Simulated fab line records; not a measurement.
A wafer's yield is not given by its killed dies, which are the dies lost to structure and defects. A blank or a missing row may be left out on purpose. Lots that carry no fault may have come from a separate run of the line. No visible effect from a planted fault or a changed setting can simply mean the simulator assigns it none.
A lot that was struck, set against a sound lot :: flow nand_harc :: 17 steps out of a route of 1302
Sound: wafers L988.1, L988.5, L988.6. Wafers L993.1, L993.2, L993.6 were the ones struck. The cause comes at the end.
At each step with rows: each side's tool, then ch and its chambers, then its first start. Under that, the readings that differ: sound wafers :: struck wafers :: difference of the means :: sigmas: that difference in standard deviations of wafers without a fault.
alike: same words and numbers on both sides, and readings whose means sit less than 2 such deviations apart. not compared: any withheld reading, any reading some wafer has no value for, any bound like >300 that may hide the same value, and any number with overlapping values for which the record gives no deviation.
Wherever a step has rows on one side only, a row that says differs or no value, or a row with sigmas, the two part there. Numbers that don't overlap but have no deviation are shown without sigmas and don't part them. Lack of a reading on every wafer of one side parts them only where that side has two or more wafers.

NHARC_A_M0_OVL_MEAS_10: pitch 160 nm.
  struck on overlay-01, day 25 23:50; sound on overlay-01, day 23 11:17
  alike: overlay_x_nm, overlay_y_nm
NHARC_A_M0_INSPECT_11:
  struck on defect_inspect-02, day 25 23:52; sound on defect_inspect-01, day 23 11:20
  alike: raw_defect_count
then, 1 step without rows for these wafers: NHARC_A_M0_DESCUM_14 (chemistry O2, time 3 s).
NHARC_A_M0_ETCH_34: etches the open film in N2/H2, target depth 40 nm, overetch 12 nm, time 43.94 s.
  sound on rie_diel-05 ch 0,1,3, day 23 11:29; struck on rie_diel-05 ch 0,1,2, day 26 00:01
  alike: drypump_motor_current_A, oes_product_au, rf_fwd_power_W, rf_vpp_V, showerhead_plenum_p_Torr, throttle_valve_pct
  not compared: rf_hours_counter_h
then, 1 step without rows for these wafers: NHARC_A_M0_ETCH_15 (etches the open film in C4F8/Ar, target depth 150 nm, overetch 15 nm, time 82.5 s).
NHARC_A_M0_CD_MEAS_16:
  struck on cd_sem-03, day 26 00:14; sound on cd_sem-01, day 23 11:41
  alike: cd_nm
then, 2 steps without rows for these wafers: NHARC_A_M0_STRIP_18 (strips in N2/H2); NHARC_A_M0_STRIP_19 (strips in post etch residue remover, time 600 s).
NHARC_A_M0_DEGAS_28: time 60 s.
  struck on pvd_sputter-03, day 26 00:51; sound on pvd_sputter-02, day 23 12:20
  alike: heater_power_w
NHARC_A_M0_PRE_CLEAN_29: time 30 s.
  sound on pvd_sputter-02; struck on pvd_sputter-03
  alike: heater_power_w
NHARC_A_M0_PVD_20: deposits TaN, target thk 5 nm, time 8.06 s.
  sound on pvd_sputter-02; struck on pvd_sputter-03
  alike: substrate_temp_c, throttle_valve_pct
then, 1 step without rows for these wafers: NHARC_A_M0_PVD_21 (deposits Cu, target thk 30 nm, time 20.49 s).
NHARC_A_M0_ECD_22: material Cu, target thk 400 nm.
  sound on ecd_cu-01 ch 0,1, day 23 12:40; struck on ecd_cu-01 ch 0,1, day 26 01:13
  no value came back on the struck wafers for bath_heat_duty_pct (%), bath_temp_c (C); on the sound wafers bath_heat_duty_pct (%) reads 5.5 6.7 6.3
NHARC_A_M0_ANNEAL_30: time 90 s.
  sound on rtp_anneal-02 ch 0, day 23 13:02; struck on rtp_anneal-01 ch 0, day 26 01:35
  alike: wafer_temp_C_max
NHARC_A_M0_CMP_23: polishes, t overpolish 20 s, target thk 113.75 nm.
  sound on cmp-01 ch 0,1,2, day 23 13:26; struck on cmp-01 ch 1,2, day 26 01:58
reading: time_to_endpoint_s (s)
sound: 37 28 30
struck: 4 8 4
difference: -26
sigmas: -7
  alike: edge_zone_pressure_frac, motor_current_A, slurry_filter_dp_kPa
NHARC_A_M0_THK_MEAS_24: measures by xrf.
  struck on film_metro-02, day 26 02:15; sound on film_metro-02, day 23 13:41
reading: thk_nm (nm)
sound: 114.5 111.8 114.4
struck: 29.8 30.0 29.2
difference: -83.9
sigmas: -47
following that, these wafers have no rows for 1 step: NHARC_A_M0_SRD_25.

== WHERE THEY PART ==
Last at NHARC_A_M0_THK_MEAS_24 as far as this record goes, first at NHARC_A_M0_ECD_22.

WHY: what the simulator had put in
Skipped step whole: ecd_cu-01, from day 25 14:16 on, at NHARC_A_M0_ECD_22. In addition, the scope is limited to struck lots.
